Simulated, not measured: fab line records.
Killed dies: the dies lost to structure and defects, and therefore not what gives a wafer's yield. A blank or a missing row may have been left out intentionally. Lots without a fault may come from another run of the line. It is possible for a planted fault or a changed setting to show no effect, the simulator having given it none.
fab line records -- flow n5Finfet
record: lots: 5, wafers: 15, lastDay: 18
route steps=1938 shown BEOL_M0_CUTY@704 BEOL_M0@715 BEOL_M4@1111 PASSIVATION@1936
lots that met no fault: from a run of the same line without faults
startH: the number of hours between the record's first day and the start of the first shown wafer of the lot -- waitH: time in hours since the lot's previous step -- " same as the row above -- L1.1+2: several wafers, shown together as one row -- - no value, or no start was given -- * or withheld: withheld -- < > ~ a bound
route shown NAME@n: names a module that has steps shown in the file, with the first one's number in the route -- usual: average and standard deviation across the fault-free wafers -- same: alike in all rows -- chamber/n: place in a boat -- sites: the reading at each site -- _std_site: standard deviation of those values -- _edge_site: the outer-site mean with the inner-site mean subtracted -- radiusMm: for every site, how far away it sits from the centre of the wafer -- mask NAME#n: copy n -- behind: the tool/chamber that last shaped the wafer -- hold: why the lot was held/for how many hours/how that ended -- device: whichever transistor did not switch (one of n, p or np) -- end of line: tests run on the same wafers once the route is complete -- a step given without rows: its recipe and nothing more -- killed: at the first sort, the dies lost to defects and structure; wafer yield is something else -- map: a wafer's dies, marking killed ones x, the rest . and places with no die _
set.NAME: the setting that was run; set.NAME@STEP: the one run at that earlier step -- model.NAME: the simulator's own value behind a step, which no gauge read
lots at selected steps of the route; one table per step, one row per wafer
services: from which hour (startH, from the record's first day; less than 0 if before it) a tool's chamber was out of use, for how many hours, and why
== steps ==
step: N5_BEOL_M0_CUTY_SOFTBAKE_53
recipe: tempC: 110, timeS: 60, resist: CAR-ArF-block
step: N5_BEOL_M0_CUTY_EXPOSE_54
recipe: maskId: M0_ABLK, na: 1.35, sourceShape: conventional, sigmaOuter: 0.8, polarization: unpolarized, doseMj: 36
step: N5_BEOL_M0_CUTY_PEB_55
recipe: pebTempC: 110, pebTimeS: 60, resist: CAR-ArF-block
step: N5_BEOL_M0_CUTY_DEVELOP_56
recipe: developTimeS: 30, developer: TMAH, resist: CAR-ArF-block, rinseLiquid: diw, dry: airSpin, devTempC: 23
step: N5_BEOL_M0_CUTY_DESCUM_61
recipe: chemistry: O2, timeS: 7.9, sourcePowerW: 50, biasPowerW: 20, pressureMtorr: 20, rfFrequencyHz: 2.712e+07, tempC: 40, resist: CAR-ArF-block, o2FlowSccm: 225
step: N5_BEOL_M0_CUTY_ETCH_62
recipe: chemistry: CF4, target: SiARC, maskMaterial: CAR-ArF-block, timeS: 58.5, ionEnergyEv: 80, pressureMtorr: 40, sourceW: 545, biasW: 36, Ar_flow_sccm: 100, cf4FlowSccm: 100, ends: cleared
step: N5_BEOL_M0_CUTY_ETCH_63
recipe: chemistry: N2/H2, target: SOC, targetDepthA: 827, overetchA: 165, maskMaterial: SiARC, tempC: 40, ionEnergyEv: 200, timeS: 124, pressureMtorr: 30, sourceW: 840, biasW: 150, n2FlowSccm: 200, h2FlowSccm: 200
step: N5_BEOL_M0_CUTY_STRIP_64
recipe: chemistry: N2/H2, tempC: 40, n2FlowSccm: 200, h2FlowSccm: 200, rfFrequencyHz: 6e+07
step: N5_BEOL_M0_ETCH_138
recipe: chemistry: CH3F/O2, targetDepthA: 120, target: SiCN, timeS: 31.6, ionEnergyEv: 120, pressureMtorr: 30, sourceW: 395, biasW: 75, Ar_flow_sccm: 150, CH3F_flow_sccm: 30, O2_flow_sccm: 20, ends: cleared
step: N5_BEOL_M0_HM_OPEN_105
recipe: chemistry: Cl2/BCl3, targetDepthA: 120, target: TiN, ionEnergyEv: 150, pressureMtorr: 10, icpW: 1000, biasW: 126, Cl2_flow_sccm: 53.25, bcl3FlowSccm: 21.75, Ar_flow_sccm: 25
usual: bcl3FlowSccm: 21.74/0.063, biasW: 126.0/0.38, drypumpMotorCurrentA: 5.6/0.42, oes_ar_750_au: 0.80/0.091, oesProductAu: 0.80/0.089, throttleValvePct: 21.92/0.15
lot.wafer,tool,chamber,startH,waitH,bcl3FlowSccm,biasW,drypumpMotorCurrentA,oes_ar_750_au,oesProductAu,rfHoursCounterH,throttleValvePct,model.SiO2_of_BEOL_M0_SAQP_SPACER2_ALD_26.thkNm
L380.2,rieMetal-03,1,137.18,1.0,-,-,-,-,-,-,-,5.2
L380.3,rieMetal-03,1,137.18,1.0,-,-,-,-,-,-,-,5
L380.5,rieMetal-03,1,137.18,1.0,-,-,-,-,-,-,-,5
L381.1,rieMetal-03,1,144.76,2.7,-,-,-,-,-,-,-,5.2
L381.2,rieMetal-03,0,144.76,2.7,-,-,-,-,-,-,-,5
L381.3,rieMetal-03,1,144.76,2.7,-,-,-,-,-,-,-,5.2
L383.2,rieMetal-02,0,158.78,0.5,-,-,-,-,-,-,-,5
L383.3,rieMetal-02,0,158.78,0.5,-,-,-,-,-,-,-,5
L383.6,rieMetal-02,0,158.78,0.5,-,-,-,-,-,-,-,5
L394.1,rieMetal-02,0,228.59,0.7,21.75,125.7,6.0,0.84,0.86,20,21.81,2.8
L394.3,rieMetal-02,0,228.59,0.7,21.80,125.5,6.0,0.85,0.87,-,21.80,2.8
L394.6,rieMetal-02,1,228.59,0.7,21.80,126.2,5.5,0.67,0.68,-,21.88,2.8
L397.2,rieMetal-01,0,243.87,2.5,21.72,126.3,5.6,0.89,0.89,12,21.90,2.6
L397.4,rieMetal-01,0,243.87,2.5,21.74,126.3,5.6,0.89,0.88,-,21.90,2.6
L397.5,rieMetal-01,0,243.87,2.5,21.82,126.1,5.5,0.89,0.88,-,21.89,2.4
step: N5_BEOL_M0_STRIP_140
recipe: chemistry: CF4, resist: SiARC, powerW: 300, biasPowerW: 75, pressureMtorr: 50, cf4FlowSccm: 150, rfFrequencyHz: 6e+07
step: N5_BEOL_M0_STRIP_104
recipe: chemistry: N2/H2, powerW: 450, tempC: 40, pressureMtorr: 20, rfFrequencyHz: 6e+07, overashFraction: 0.3, biasPowerW: 7, h2Frac: 0.5, n2FlowSccm: 200, h2FlowSccm: 200
step: N5_BEOL_M0_WET_ETCH_106
recipe: chemistry: DHF, dilution: 10:1, tempC: 25, target: SiO2, targetDepthA: 1300, dry: ipaMarangoni, rinseTimeS: 30, rinseTempC: 23
step: N5_BEOL_M0_ETCH_128
recipe: chemistry: CF4/N2, targetDepthA: 120, overetchA: 51, target: SiCN, timeS: 21.4, ionEnergyEv: 150, pressureMtorr: 40, sourceW: 430, biasW: 70, Ar_flow_sccm: 100, cf4FlowSccm: 60, n2FlowSccm: 60
usual: biasW: 70.00/0.2, drypumpMotorCurrentA: 5.6/0.51, oesProductAu: 0.57/0.054, rfVppV: 383.1/2.1, showerheadPlenumPTorr: 2.24/0.085, throttleValvePct: 15.34/0.2
lot.wafer,tool,chamber,startH,waitH,biasW,drypumpMotorCurrentA,oesProductAu,rfHoursCounterH,rfVppV,showerheadPlenumPTorr,throttleValvePct
L380.2,rieDiel-03,1,137.86,0.4,70.21,6.5,0.33,41,385.6,2.34,15.29
L380.3,rieDiel-03,3,137.86,0.4,70.15,4.8,0.28,194,384.1,2.28,15.68
L380.5,rieDiel-03,0,137.86,0.4,70.19,5.5,0.26,-,381.0,2.17,15.48
L381.1,rieDiel-03,1,145.08,0.0,70.07,6.5,0.33,43,385.3,2.34,15.29
L381.2,rieDiel-03,2,145.08,0.0,69.61,5.3,0.28,189,379.1,2.11,15.56
L381.3,rieDiel-03,0,145.08,0.0,70.08,5.5,0.26,242,382.1,2.17,15.49
L383.2,rieDiel-01,3,159.09,0.0,70.03,6.3,0.33,22,381.0,2.17,15.34
L383.3,rieDiel-01,2,159.09,0.0,70.16,5.4,0.35,12,386.7,2.35,15.19
L383.6,rieDiel-01,2,159.09,0.0,70.24,5.3,0.36,-,385.5,2.35,15.20
L394.1,rieDiel-04,0,229.76,0.7,69.64,5.3,0.59,57,380.4,2.15,15.27
L394.3,rieDiel-04,1,229.76,0.7,69.75,5.0,0.58,41,385.9,2.33,15.06
L394.6,rieDiel-04,1,229.76,0.7,69.55,5.0,0.58,-,385.2,2.33,15.06
L397.2,rieDiel-01,3,244.51,0.4,70.04,6.3,0.58,52,381.4,2.16,15.41
L397.4,rieDiel-01,1,244.51,0.4,70.04,5.1,0.59,57,385.5,2.34,15.35
L397.5,rieDiel-01,1,244.51,0.4,69.70,5.1,0.59,-,386.9,2.34,15.36
step: N5_BEOL_M0_TRENCH_ETCH_107
recipe: chemistry: C4F6/O2, targetDepthA: 328, target: SiOC, timeS: 16.4, ionEnergyEv: 250, pressureMtorr: 30, sourceW: 355, biasW: 185, Ar_flow_sccm: 300, C4F6_flow_sccm: 10, O2_flow_sccm: 10
step: N5_BEOL_M0_STRIP_142
recipe: chemistry: N2/H2, timeS: 10, powerW: 450, tempC: 40, pressureMtorr: 20, rfFrequencyHz: 6e+07, biasPowerW: 7, n2FlowSccm: 200, h2FlowSccm: 200
step: N5_BEOL_M0_OCD_MEAS_108
usual: trenchDepthNm: 33.0/0.49
lot.wafer,tool,chamber,startH,waitH,trenchDepthNm
L380.2,ocd-01,-,138.01,0.1,0
L380.3,ocd-01,-,138.01,0.1,0
L380.5,ocd-01,-,138.01,0.1,0.4
L381.1,ocd-01,-,145.23,0.1,0.2
L381.2,ocd-01,-,145.23,0.1,0.2
L381.3,ocd-01,-,145.23,0.1,0
L383.2,ocd-01,-,159.24,0.1,0.8
L383.3,ocd-01,-,159.24,0.1,0
L383.6,ocd-01,-,159.24,0.1,0.3
L394.1,ocd-01,-,229.91,0.1,32.6
L394.3,ocd-01,-,229.91,0.1,33.1
L394.6,ocd-01,-,229.91,0.1,32.9
L397.2,ocd-01,-,244.66,0.1,33.3
L397.4,ocd-01,-,244.66,0.1,33.0
L397.5,ocd-01,-,244.66,0.1,33.3
step: N5_BEOL_M0_HM_STRIP_129
recipe: chemistry: peroxideTinStrip, material: TiN, targetDepthA: 170, tempC: 50, timeS: 108
step: N5_BEOL_M4_RC_MEAS_101
usual: DIBL_N: 36.6/1.1, DIBL_P: 36.8/1.6, IOFF_N: 0.169/0.024, IOFF_P: 0.206/0.028, ION_N: 679/9.2, ION_P: 462/7, SS_N: 71.6/0.57, SS_P: 73.3/0.57, VT_N: 248.8/2.4, VT_P: -251/3
lot.wafer,tool,chamber,startH,waitH,DIBL_N[mV/V],DIBL_P[mV/V],IOFF_N[nA/um],IOFF_P[nA/um],ION_N[uA/um],ION_P[uA/um],SS_N[mV/dec],SS_P[mV/dec],VT_N[mV],VT_P[mV]
L394.1,prober-01,0,304.79,0.0,38.7,38.7,0.226,0.232,698,466,72.6,73.9,243.9,-249
L394.3,prober-01,0,304.79,0.0,38.3,39.5,0.212,0.242,684,466,72.2,74.1,247.3,-249
L394.6,prober-01,0,304.79,0.0,37.5,36.6,0.187,0.199,677,461,72.4,72.7,248.9,-250
L397.2,prober-02,0,339.23,0.2,35.2,36.5,0.157,0.170,678,457,70.8,73.3,247.4,-257
L397.4,prober-02,0,339.23,0.2,35.2,36.7,0.164,0.172,678,451,71.2,73.4,248.4,-258
L397.5,prober-02,0,339.23,0.2,34.4,35.9,0.144,0.162,678,453,71.1,72.9,249.1,-257
step: N5_PASSIVATION_PROBE_49
usual: defectLimitedYield: 91.1/1.5, killed_at_M0_to_M3: 36/11, killed_at_M4_up: 14/5.6, killedAtContacts: 11/5.6, killedAtFrontEnd: 40/12, killedAtOther: 4/3.2, killedDies: 105/17, killedOnRim: 14/3.4, killedOpen: 69/12, killedShort: 34/8.4, sort_bin_5_function: 5.2/0.95, sort_bin_6_memory: 3.3/0.63, sortNPass: 1075/17, sortYieldPct: 91.1/1.5
same: grossDies: 1180, killedAtBackSide: 0, sort_bin_4_leakage[%]: 0, sort_bin_8_speed[%]: 0
lot.wafer,tool,chamber,startH,waitH,defectLimitedYield[%],killed_at_M0_to_M3,killed_at_M4_up,killedAtContacts,killedAtFrontEnd,killedAtOther,killedDies,killedOnRim,killedOpen,killedShort,sort_bin_5_function[%],sort_bin_6_memory[%],sortNPass,sortYieldPct[%]
L380.2,prober-01,-,339.16,0.1,0,1130,11,5,33,1,1180,152,70,20,96.5,3.4,0,0
L380.3,prober-01,-,339.21,0.1,0,1106,8,11,50,5,1180,152,58,34,96.5,3.2,0,0
L380.5,prober-01,-,339.31,0.2,0,1123,8,7,42,0,1180,152,54,28,96.7,3.0,0,0
L383.2,prober-01,-,343.26,0.1,0,1095,13,16,49,7,1180,152,76,37,95.6,3.9,0,0
L383.3,prober-01,-,343.31,0.1,0,1111,13,12,40,4,1180,152,69,32,96.4,3.4,0,0
L383.6,prober-01,-,343.46,0.3,0,1107,11,17,35,10,1180,152,73,23,96.8,3.1,0,0
L381.1,prober-01,-,343.51,0.1,0,1117,13,10,38,2,1180,152,68,20,97.0,2.9,0,0
L381.2,prober-01,-,343.56,0.1,0,1120,12,10,38,0,1180,152,54,24,97.7,2.1,0,0
L381.3,prober-01,-,343.61,0.2,0,1119,26,6,27,2,1180,152,55,28,96.9,2.7,0,0
killed by level:class
L380.2 BEOL_M0:areaOpen=1087 BEOL_M2:geometricParticle:open=20 FIN_SAQP:geometricParticle:open=10 BEOL_M3:geometricParticle:open=9 DUMMY_GATE:geometricParticle:open=4 GATE_CUT:geometricParticle:short=4 MOL_CONTACT_COAG:geometricParticle:open=4 BEOL_M0_SAQP:geometricParticle:open=4
L380.3 BEOL_M0:areaOpen=1086 FIN_SAQP:geometricParticle:short=14 STI_FIN_REVEAL:geometricParticle:open=14 MOL_CONTACT_COAG:geometricParticle:open=9 FIN_SAQP:geometricParticle:open=6 STI_FIN_REVEAL:geometricParticle:short=4 GATE_CUT:geometricParticle:open=4 BEOL_M2:geometricParticle:open=4
L380.5 BEOL_M0:areaOpen=1096 BEOL_M2:geometricParticle:open=8 FIN_SAQP:geometricParticle:open=7 MOL_CONTACT_COAG:geometricParticle:open=6 FIN_SAQP:geometricParticle:short=5 GATE_CUT:geometricParticle:open=5 DUMMY_GATE:geometricParticle:open=5 GATE_CUT:geometricParticle:short=5
L383.2 BEOL_M0:areaOpen=1064 FIN_SAQP:geometricParticle:open=13 MOL_CONTACT_COAG:geometricParticle:open=11 STI_FIN_REVEAL:geometricParticle:open=10 GATE_CUT:geometricParticle:short=8 BEOL_M2:geometricParticle:open=8 BEOL_M0_SAQP:geometricParticle:open=6 BEOL_M5:geometricParticle:open=6
L383.3 BEOL_M0:areaOpen=1078 FIN_SAQP:geometricParticle:open=20 BEOL_M0_SAQP:geometricParticle:short=10 MOL_CONTACT_COAG:geometricParticle:open=9 BEOL_M2:geometricParticle:open=9 FIN_SAQP:geometricParticle:short=7 GATE_CUT:geometricParticle:short=4 GATE_CUT:geometricParticle:open=4
L383.6 BEOL_M0:areaOpen=1082 MOL_CONTACT_COAG:geometricParticle:open=15 FIN_SAQP:geometricParticle:open=8 STI_FIN_REVEAL:geometricParticle:open=7 BEOL_M2:geometricParticle:open=7 BEOL_M5:geometricParticle:open=7 FIN_SAQP:geometricParticle:short=6 BEOL_M0_SAQP:geometricParticle:open=5
L381.1 BEOL_M0:areaOpen=1092 DUMMY_GATE:geometricParticle:open=12 FIN_SAQP:geometricParticle:open=10 FIN_SAQP:geometricParticle:short=10 MOL_CONTACT_COAG:geometricParticle:open=9 BEOL_M2:geometricParticle:open=9 BEOL_M0_SAQP:geometricParticle:open=7 BEOL_M4:geometricParticle:open=5
L381.2 BEOL_M0:areaOpen=1102 DUMMY_GATE:geometricParticle:open=9 MOL_CONTACT_COAG:geometricParticle:open=7 FIN_SAQP:geometricParticle:short=6 FIN_SAQP:geometricParticle:open=5 BEOL_M2:geometricParticle:open=4 STI_FIN_REVEAL:geometricParticle:open=4 BEOL_M1:geometricParticle:open=4
L381.3 BEOL_M0:areaOpen=1097 FIN_SAQP:geometricParticle:short=8 BEOL_M8:geometricParticle:open=7 BEOL_M2:geometricParticle:open=7 BEOL_M5:geometricParticle:open=7 FIN_SAQP:geometricParticle:open=5 BEOL_M1:geometricParticle:open=5 MOL_CONTACT_COAG:geometricParticle:open=4
map L380.2 (x killed, . not)
_________________xxxxxxxxxxxx________________
______________xxxxxxxxxxxxxxxxxx_____________
___________xxxxxxxxxxxxxxxxxxxxxxxx__________
__________xxxxxxxxxxxxxxxxxxxxxxxxxx_________
________xxxxxxxxxxxxxxxxxxxxxxxxxxxxxx_______
_______xxxxxxxxxxxxxxxxxxxxxxxxxxxxxxxx______
______xxxxxxxxxxxxxxxxxxxxxxxxxxxxxxxxxx_____
_____xxxxxxxxxxxxxxxxxxxxxxxxxxxxxxxxxxxx____
____xxxxxxxxxxxxxxxxxxxxxxxxxxxxxxxxxxxxxx___
___xxxxxxxxxxxxxxxxxxxxxxxxxxxxxxxxxxxxxxxx__
___xxxxxxxxxxxxxxxxxxxxxxxxxxxxxxxxxxxxxxxx__
__xxxxxxxxxxxxxxxxxxxxxxxxxxxxxxxxxxxxxxxxxx_
__xxxxxxxxxxxxxxxxxxxxxxxxxxxxxxxxxxxxxxxxxx_
_xxxxxxxxxxxxxxxxxxxxxxxxxxxxxxxxxxxxxxxxxxxx
_xxxxxxxxxxxxxxxxxxxxxxxxxxxxxxxxxxxxxxxxxxxx
_xxxxxxxxxxxxxxxxxxxxxxxxxxxxxxxxxxxxxxxxxxxx
_xxxxxxxxxxxxxxxxxxxxxxxxxxxxxxxxxxxxxxxxxxxx
_xxxxxxxxxxxxxxxxxxxxxxxxxxxxxxxxxxxxxxxxxxxx
_xxxxxxxxxxxxxxxxxxxxxxxxxxxxxxxxxxxxxxxxxxxx
_xxxxxxxxxxxxxxxxxxxxxxxxxxxxxxxxxxxxxxxxxxxx
_xxxxxxxxxxxxxxxxxxxxxxxxxxxxxxxxxxxxxxxxxxxx
__xxxxxxxxxxxxxxxxxxxxxxxxxxxxxxxxxxxxxxxxxx_
__xxxxxxxxxxxxxxxxxxxxxxxxxxxxxxxxxxxxxxxxxx_
___xxxxxxxxxxxxxxxxxxxxxxxxxxxxxxxxxxxxxxxx__
___xxxxxxxxxxxxxxxxxxxxxxxxxxxxxxxxxxxxxxxx__
____xxxxxxxxxxxxxxxxxxxxxxxxxxxxxxxxxxxxxx___
_____xxxxxxxxxxxxxxxxxxxxxxxxxxxxxxxxxxxx____
______xxxxxxxxxxxxxxxxxxxxxxxxxxxxxxxxxx_____
_______xxxxxxxxxxxxxxxxxxxxxxxxxxxxxxxx______
________xxxxxxxxxxxxxxxxxxxxxxxxxxxxxx_______
__________xxxxxxxxxxxxxxxxxxxxxxxxxx_________
___________xxxxxxxxxxxxxxxxxxxxxxxx__________
______________xxxxxxxxxxxxxxxxxx_____________
_________________xxxxxxxxxxxx________________
map L381.1 (x killed, . not)
_________________xxxxxxxxxxxx________________
______________xxxxxxxxxxxxxxxxxx_____________
___________xxxxxxxxxxxxxxxxxxxxxxxx__________
__________xxxxxxxxxxxxxxxxxxxxxxxxxx_________
________xxxxxxxxxxxxxxxxxxxxxxxxxxxxxx_______
_______xxxxxxxxxxxxxxxxxxxxxxxxxxxxxxxx______
______xxxxxxxxxxxxxxxxxxxxxxxxxxxxxxxxxx_____
_____xxxxxxxxxxxxxxxxxxxxxxxxxxxxxxxxxxxx____
____xxxxxxxxxxxxxxxxxxxxxxxxxxxxxxxxxxxxxx___
___xxxxxxxxxxxxxxxxxxxxxxxxxxxxxxxxxxxxxxxx__
___xxxxxxxxxxxxxxxxxxxxxxxxxxxxxxxxxxxxxxxx__
__xxxxxxxxxxxxxxxxxxxxxxxxxxxxxxxxxxxxxxxxxx_
__xxxxxxxxxxxxxxxxxxxxxxxxxxxxxxxxxxxxxxxxxx_
_xxxxxxxxxxxxxxxxxxxxxxxxxxxxxxxxxxxxxxxxxxxx
_xxxxxxxxxxxxxxxxxxxxxxxxxxxxxxxxxxxxxxxxxxxx
_xxxxxxxxxxxxxxxxxxxxxxxxxxxxxxxxxxxxxxxxxxxx
_xxxxxxxxxxxxxxxxxxxxxxxxxxxxxxxxxxxxxxxxxxxx
_xxxxxxxxxxxxxxxxxxxxxxxxxxxxxxxxxxxxxxxxxxxx
_xxxxxxxxxxxxxxxxxxxxxxxxxxxxxxxxxxxxxxxxxxxx
_xxxxxxxxxxxxxxxxxxxxxxxxxxxxxxxxxxxxxxxxxxxx
_xxxxxxxxxxxxxxxxxxxxxxxxxxxxxxxxxxxxxxxxxxxx
__xxxxxxxxxxxxxxxxxxxxxxxxxxxxxxxxxxxxxxxxxx_
__xxxxxxxxxxxxxxxxxxxxxxxxxxxxxxxxxxxxxxxxxx_
___xxxxxxxxxxxxxxxxxxxxxxxxxxxxxxxxxxxxxxxx__
___xxxxxxxxxxxxxxxxxxxxxxxxxxxxxxxxxxxxxxxx__
____xxxxxxxxxxxxxxxxxxxxxxxxxxxxxxxxxxxxxx___
_____xxxxxxxxxxxxxxxxxxxxxxxxxxxxxxxxxxxx____
______xxxxxxxxxxxxxxxxxxxxxxxxxxxxxxxxxx_____
_______xxxxxxxxxxxxxxxxxxxxxxxxxxxxxxxx______
________xxxxxxxxxxxxxxxxxxxxxxxxxxxxxx_______
__________xxxxxxxxxxxxxxxxxxxxxxxxxx_________
___________xxxxxxxxxxxxxxxxxxxxxxxx__________
______________xxxxxxxxxxxxxxxxxx_____________
_________________xxxxxxxxxxxx________________
== services ==
tool,chamber,startH,hours,kind
rieDiel-01,-,129.43,10.9,repair
rieDiel-04,3,138.33,9.4,repair
rieDiel-01,2,143.52,8.2,repair
rieDiel-03,0,165.44,-,clean
rieDiel-03,0,165.44,-,consumableReplace:focusRing
rieDiel-03,0,165.44,20.8,scheduledDown
rieDiel-03,0,165.44,20.8,ventCycle
rieMetal-03,0,173.53,3.5,repair
rieMetal-03,0,179.32,4.5,repair
rieDiel-04,3,182.81,-,clean
rieDiel-04,3,182.81,-,consumableReplace:focusRing
rieDiel-04,3,182.81,-,consumableReplace:showerhead
rieDiel-04,3,182.81,17.6,scheduledDown
rieDiel-04,3,182.81,17.6,ventCycle
rieMetal-01,1,206.10,-,clean
rieMetal-01,1,206.10,26.7,scheduledDown
rieMetal-01,1,206.10,26.7,ventCycle
== key ==
firstSign: step: N5_BEOL_M0_HM_OPEN_105, reading: toolRecord, direction: missing
effect: step: N5_BEOL_M0_ETCH_128, reading: oesProductAu, direction: down, sigmas: 4.8, usual: 0.57, struck: 0.31
effect: step: N5_BEOL_M0_OCD_MEAS_108, reading: trenchDepthNm, direction: down, sigmas: 67, usual: 33.0, struck: 0.2
effect: step: N5_PASSIVATION_PROBE_49, reading: killed_at_M0_to_M3, direction: up, sigmas: 98, usual: 36, struck: 1114
modelEffect: step: N5_BEOL_M0_HM_OPEN_105, value: SiO2_of_BEOL_M0_SAQP_SPACER2_ALD_26.thkNm, without: 2.622, struck: 5.067
moreKillsBornAt: N5_BEOL_M0_HM_OPEN_105@rieMetal-03: 6560, N5_BEOL_M0_HM_OPEN_105@rieMetal-02: 3224
metAt N5_BEOL_M0_HM_OPEN_105
struckWafers L380.2,L380.3,L380.5,L381.1,L381.2,L381.3,L383.2,L383.3,L383.6
laterRowsLeftOut L380.2,L380.3,L380.5,L381.1,L381.2,L381.3,L383.2,L383.3,L383.6
fault: kind: skippedStepWhole, tool: rieMetal-02,rieMetal-03, chamber: -, onsetH: 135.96, steps: N5_BEOL_M0_HM_OPEN_105, scope: struckLotsOnly
laterRowsLeftOut: the simulator's readings of these wafers behind a module that went badly wrong aren't trusted and aren't shown, but for the sort
